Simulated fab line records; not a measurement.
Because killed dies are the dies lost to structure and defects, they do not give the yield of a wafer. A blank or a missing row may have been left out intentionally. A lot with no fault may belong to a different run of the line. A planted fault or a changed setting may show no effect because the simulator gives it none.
Check of tool commonality -- flow nand_harc -- 2 lots, 6 wafers sampled

== WHAT PROMPTED THE OPENING ==
At NHARC_END_SORT_01 the reading killed_at_array is flagged on 1 of 2 lots. Fault-free wafers read 28, with a standard deviation of 10.
Rule: a lot is flagged when every wafer of it that has a number lies more than 4 standard deviations from that mean, or none has a number. The rest of the lots are taken to be sound.

lot,measured,on,"killed_at_array, wafer by wafer",flag
L440,day 21 21:05,prober-02,108 113 74,FLAGGED
L446,day 24 03:14,prober-02,26 37 35,
The numbers of the flagged lots are 98 on average: +70 against the usual, or +7 standard deviations.

== WHICH TOOL RAN EACH LOT ==
The record holds 2 process steps before the reading, out of a route of 1159 steps. Cell contents, in order: the tool; ch with the chambers the sampled wafers went through; the start.
lot,flag,NHARC_A_CONTACT_ETCH_122,NHARC_THIN_TSV_ETCHBACK_48
L440,FLAGGED,"har_cap_etch-03 ch 0,1, day 18 23:34","rie_diel-12 ch 1,2, day 21 06:53"
L446,,"har_cap_etch-01 ch 0,1, day 20 01:45","rie_diel-04 ch 0,2,3, day 23 08:23"
What the steps here do:
- NHARC_A_CONTACT_ETCH_122: etches the open film in C4F8/O2/Ar, time 95 s, target depth 930 nm.
- NHARC_THIN_TSV_ETCHBACK_48: etches the open film in C4F8/Ar, target depth 1028.5 nm, time 405.17 s.
- NHARC_END_SORT_01

== FLAGGED AGAINST TOTAL, ONE TOOL AT A TIME (gauges that did the reading follow at the end) ==
step,tool,lots run,flagged,share of the flagged lots,sound lots run after its first flagged lot
NHARC_A_CONTACT_ETCH_122,har_cap_etch-01,1,0,none,-
NHARC_A_CONTACT_ETCH_122,har_cap_etch-03,1,1,all,0
NHARC_THIN_TSV_ETCHBACK_48,rie_diel-04,1,0,none,-
NHARC_THIN_TSV_ETCHBACK_48,rie_diel-12,1,1,all,0
NHARC_END_SORT_01,prober-02,2,1,all,1 (L446)

== WHAT THE TABLE PERMITS ==
In the table, 3 rows ran each flagged lot (har_cap_etch-03 at NHARC_A_CONTACT_ETCH_122; rie_diel-12 at NHARC_THIN_TSV_ETCHBACK_48; prober-02 at NHARC_END_SORT_01).
- har_cap_etch-03 at NHARC_A_CONTACT_ETCH_122: 1 of its 1 lot flagged. In this sample it ran no sound lot ahead of its first flagged lot, so there is no way to narrow down the start.
- rie_diel-12 at NHARC_THIN_TSV_ETCHBACK_48: 1 of its 1 lot flagged. In this sample it ran no sound lot ahead of its first flagged lot, so there is no way to narrow down the start.
- prober-02 at NHARC_END_SORT_01: 1 of its 2 lots flagged. Sound lots ran on it after the first flagged one (L446), which a lasting fault on the whole tool wouldn't allow.
Counting lots can't tell these 2 tools apart, because each fits a fault that began at some hour. More lots, or a look at what each step does to the wafer, might.

== WHAT THE SIMULATOR PUT IN ==
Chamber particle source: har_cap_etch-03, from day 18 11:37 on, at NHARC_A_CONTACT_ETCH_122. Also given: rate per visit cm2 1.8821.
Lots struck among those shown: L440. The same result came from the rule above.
